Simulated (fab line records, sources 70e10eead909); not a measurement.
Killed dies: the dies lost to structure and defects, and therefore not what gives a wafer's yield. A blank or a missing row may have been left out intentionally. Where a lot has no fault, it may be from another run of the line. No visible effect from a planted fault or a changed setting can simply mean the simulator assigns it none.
Comparing a struck lot with a sound one / flow nand_harc / 15 out of 1159 route steps
Sound: the wafers L980.3, L980.4, L980.5. Struck: wafers L988.1, L988.3, L988.4. The cause comes at the end.
Order at every step that has rows: each side's tool, ch and its chambers, its first start. Under that, the readings that differ: sound wafers / struck wafers / difference of the means / sigmas: that difference in standard deviations of wafers without a fault.
alike: same words and numbers on both sides, and readings whose means sit less than 2 such deviations apart. not compared: any withheld reading, any reading some wafer has no value for, any bound like >300 that may hide the same value, and any number with overlapping values for which the record gives no deviation.
A row with sigmas, a row that says differs or no value, or rows on one side alone: a step with any of these is where the two part. Numbers that have no deviation but don't overlap get no sigmas and don't part them. A reading missing from all wafers of one side parts the sides only when that side holds two or more wafers.

first, 2 steps without rows for these wafers: NHARC_A_CHANNEL_HOLE_D1_ETCH_39 (etches the open film in N2/H2, target depth 260 nm, time 325 s); NHARC_A_CHANNEL_HOLE_D1_ETCH_34 (etches the open film in CF4/CHF3, target depth 154 nm, time 77 s).
NHARC_A_CHANNEL_HOLE_D1_ETCH_16: etches the open film in O2/COS, target depth 3100 nm, time 806 s.
  sound on rie_diel-04 ch 0,1,3; struck on rie_diel-02 ch 1,2,3
  alike: bias_w, chamber_pressure_mTorr, drypump_motor_current_A, oes_product_au, rf_vpp_V, showerhead_plenum_p_Torr, throttle_valve_pct
  not compared: rf_hours_counter_h
NHARC_A_CHANNEL_HOLE_D1_CD_MEAS_18:
  sound on cd_sem-01 at day 9 16:14; struck on cd_sem-01 at day 12 03:26
  alike: cd_nm
then, 2 steps without rows for these wafers: NHARC_A_CHANNEL_HOLE_D1_ETCH_19 (etches the open film in C4F8/O2/Ar, time 34.5 s); NHARC_A_CHANNEL_HOLE_D1_ETCH_20 (etches the open film in C4F8/O2/Ar, time 361.9 s, target depth 1600 nm).
NHARC_A_CHANNEL_HOLE_D1_ETCH_21: etches the open film in C4F8/O2/Ar, time 514.3 s, target depth 1600 nm.
  sound on har_etch-01 ch 0,1, day 9 16:53; struck on har_etch-01 ch 0,1, day 12 03:55
  alike: c4f8_flow_sccm, chamber_pressure_mTorr, drypump_motor_current_A, he_backside_leak_sccm, showerhead_plenum_p_Torr, throttle_valve_pct
  not compared: rf_hours_counter_h
NHARC_A_CHANNEL_HOLE_D1_ETCH_22: etches the open film in C4F8/O2/Ar, time 666.7 s, target depth 1600 nm.
  sound on har_etch-01 ch 0,1, day 9 17:22; struck on har_etch-01 ch 0,1, day 12 04:22
  alike: c4f8_flow_sccm, chamber_pressure_mTorr, drypump_motor_current_A, he_backside_leak_sccm, showerhead_plenum_p_Torr, throttle_valve_pct
  not compared: rf_hours_counter_h
NHARC_A_CHANNEL_HOLE_D1_ETCH_23: etches the open film in C4F8/O2/Ar, time 819 s, target depth 1600 nm.
  sound on har_etch-01 ch 0,1, day 9 17:59; struck on har_etch-01 ch 0,1, day 12 04:55
  alike: c4f8_flow_sccm, chamber_pressure_mTorr, drypump_motor_current_A, he_backside_leak_sccm, showerhead_plenum_p_Torr, throttle_valve_pct
  not compared: rf_hours_counter_h
NHARC_A_CHANNEL_HOLE_D1_ETCH_24: etches the open film in C4F8/O2/Ar, time 906.2 s, target depth 1500 nm.
  sound on har_etch-01 ch 0,1, day 9 18:42; struck on har_etch-01 ch 0,1, day 12 05:37
  alike: c4f8_flow_sccm, chamber_pressure_mTorr, drypump_motor_current_A, he_backside_leak_sccm, showerhead_plenum_p_Torr, throttle_valve_pct
  not compared: rf_hours_counter_h
then, 2 steps without rows for these wafers: NHARC_A_CHANNEL_HOLE_D1_ETCH_25 (etches the open film in C4F8/O2/Ar, time 1040.2 s, target depth 1500 nm); NHARC_A_CHANNEL_HOLE_D1_ETCH_26 (etches the open film in C4F8/O2/Ar, time 224.1 s, target depth 300 nm).
NHARC_A_CHANNEL_HOLE_D1_ETCH_33: etches the open film in C4F8/O2/Ar, time 90 s, target depth 400 nm.
  sound on har_etch-01 ch 0,1, day 9 20:22; struck on har_etch-01 ch 0,1, day 12 07:28
  no value came back on the struck wafers for any of 6 readings (bias_v (V), c4f8_flow_sccm (sccm) and others); on the sound wafers bias_v (V) reads 401 397 398
  not compared: rf_hours_counter_h
then, 1 step without rows for these wafers: NHARC_A_CHANNEL_HOLE_D1_STRIP_41 (strips in N2/H2).
-- the record jumps here: 11 days lie between the struck wafers' starts before and after (it left off in module A_CHANNEL_HOLE_D1 and takes up again in module END, whose first step shown is number 1159 of the route) --
NHARC_END_SORT_01:
  sound on prober-01 ch 0, day 21 06:50; struck on prober-02 ch 0, day 22 20:14
reading=killed_at_array; sound=41 26 38; struck=676 674 675; difference=+640; sigmas=+58
reading=killed_dies; sound=48 33 45; struck=677 677 677; difference=+635; sigmas=+58
  alike: killed_at_other, killed_at_periphery, killed_open, killed_short

## WHERE THEY PART
At NHARC_A_CHANNEL_HOLE_D1_ETCH_33 first; at NHARC_END_SORT_01 last (within this record only).

WHY: what had been put in by the simulator
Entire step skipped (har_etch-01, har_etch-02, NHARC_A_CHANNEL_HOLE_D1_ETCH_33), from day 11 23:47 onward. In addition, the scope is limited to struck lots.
